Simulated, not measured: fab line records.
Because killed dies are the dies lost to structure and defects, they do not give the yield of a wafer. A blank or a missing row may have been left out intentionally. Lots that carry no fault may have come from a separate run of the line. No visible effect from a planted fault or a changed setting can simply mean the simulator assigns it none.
A struck lot beside a sound one    flow n5-finfet    28 out of 1938 route steps
Sound: these wafers, L707.1, L707.3, L707.5. Struck: wafer L703.5. (L703.2, L703.3 of the same lot were not struck and are left out.) The cause comes at the end.
At each step with rows: each side's tool, then ch and its chambers, then its first start. Under that, the readings that differ: sound wafers    struck wafers    difference of the means    sigmas: that difference in standard deviations of wafers without a fault.
alike: same words and numbers on both sides, and readings whose means sit less than 2 such deviations apart. not compared: any withheld reading, any reading some wafer has no value for, any bound like >300 that may hide the same value, and any number with overlapping values for which the record gives no deviation.
The two part at a step that has a row with sigmas, a row that says differs or no value, or rows on one side only. Numbers that don't overlap but have no deviation are shown without sigmas and don't part them. Lack of a reading on every wafer of one side parts them only where that side has two or more wafers.

first, 9 steps without rows for these wafers: N5_FIN_CUT_COAT_19 (time 60 s, resist thk 20 nm); N5_FIN_CUT_COAT_29 (time 60 s, resist thk 10 nm); N5_FIN_CUT_COAT_02 (resist thk 30 nm); N5_FIN_CUT_EBR_04; N5_FIN_CUT_SOFTBAKE_03 (time 60 s); N5_FIN_CUT_EXPOSE_05 (exposes mask FIN CUT); N5_FIN_CUT_PEB_06 (peb time 60 s); N5_FIN_CUT_DEVELOP_07 (develop time 30 s); N5_FIN_CUT_DESCUM_13 (chemistry O2, time 7 s).
N5_FIN_CUT_ETCH_30: etches underlayer in N2/H2, target depth 13 nm, time 10.4 s.
  sound on rie-diel-02 ch 0,1,3, day 7 20:38; struck on rie-diel-04 ch 3, day 6 22:02
reading                          sound              struck  difference  sigmas
oes-product-au (a.u.)            0.62 0.60 0.83     0.60    -0.08       -2
rf-vpp-V (V)                     522.9 522.7 529.1  520.4   -4.5        -2
showerhead-plenum-p-Torr (Torr)  2.53 2.52 2.72     2.40    -0.19       -3
  alike: drypump-motor-current-A, etch-rf-on-time-s, throttle-valve-pct
  not compared: rf-hours-counter-h
then, 14 steps without rows for these wafers: N5_FIN_CUT_ETCH_20 (etches SiARC in CF4, target depth 26 nm, time 43.3 s); N5_FIN_CUT_ETCH_21 (etches SOC in N2/H2, target depth 219 nm, overetch 43.8 nm, time 523.5 s); N5_FIN_CUT_STRIP_23 (strips in N2/H2); N5_FIN_CUT_STRIP_31 (strips in N2/H2); N5_FIN_CUT_STRIP_24 (strips in CF4); N5_FIN_CUT_CUT_ETCH_26 (etches SiNx in CH3F/O2, target depth 39 nm, time 55.7 s); N5_FIN_CUT_CUT_ETCH_27 (etches SiO2 in CHF3/O2, target depth 4 nm, overetch 2 nm, time 4.9 s); N5_FIN_CUT_PRECLEAN_35 (cleans in vHF, time 13.3 s); N5_FIN_CUT_CUT_ETCH_15 (etches Si in HBr/Cl2/O2, target depth 100 nm, bt time 10 s, time 42.4 s); N5_FIN_CUT_CUT_ETCH_28 (etches Si in HBr/Cl2/O2, target depth 6 nm, time 2.4 s); N5_FIN_CUT_STRIP_22 (strips in N2/H2); N5_FIN_CUT_PRECLEAN_36 (cleans in O3/DIW, time 60 s); N5_FIN_CUT_SRD_32 (time 30 s); N5_FIN_CUT_UV_OZONE_34 (time 120 s).
N5_FIN_CUT_INSPECT_17: inspects for defects (brightfield).
  sound on defect-inspect-02 at day 7 21:32; struck on defect-inspect-02 at day 6 22:55
reading           sound        struck  difference  sigmas
raw-defect-count  293 333 224  758     +475        +7
then, 1 step without rows for these wafers: N5_STI_FIN_REVEAL_ALD_00 (deposits SiO2, target thk 1 nm, pulse time 1 s).
-- the record jumps here: 7 days lie between the struck wafers' starts before and after (it left off in module STI_FIN_REVEAL and takes up again in module BEOL_M4, whose first step shown is number 1111 of the route) --
N5_BEOL_M4_RC_MEAS_101:
  sound on prober-02 ch 0, day 14 19:40; struck on prober-02 ch 0, day 13 12:44
reading         sound           struck  difference  sigmas
IOFF_P (nA/um)  0.30 0.25 0.26  0.20    -0.07       -2
ION_N (uA/um)   691 678 681     663     -20         -2
  alike: DIBL_N, DIBL_P, IOFF_N, ION_P, SS_N, SS_P, VT_N, VT_P
-- here the record skips 4 days between the struck wafers' starts before and after, leaving off in module BEOL_M4 and picking up in module PASSIVATION (first step shown: number 1936 of the route) --
N5_PASSIVATION_PROBE_49:
  the record has rows for the struck wafers here (prober-02, day 18 00:37) and none for the sound ones

## WHERE THEY PART
First at N5_FIN_CUT_ETCH_30; last, within this record, at N5_PASSIVATION_PROBE_49.

WHY: what the simulator had put in
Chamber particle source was rie-diel-04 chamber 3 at N5_FIN_CUT_ETCH_30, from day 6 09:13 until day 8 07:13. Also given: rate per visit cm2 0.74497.
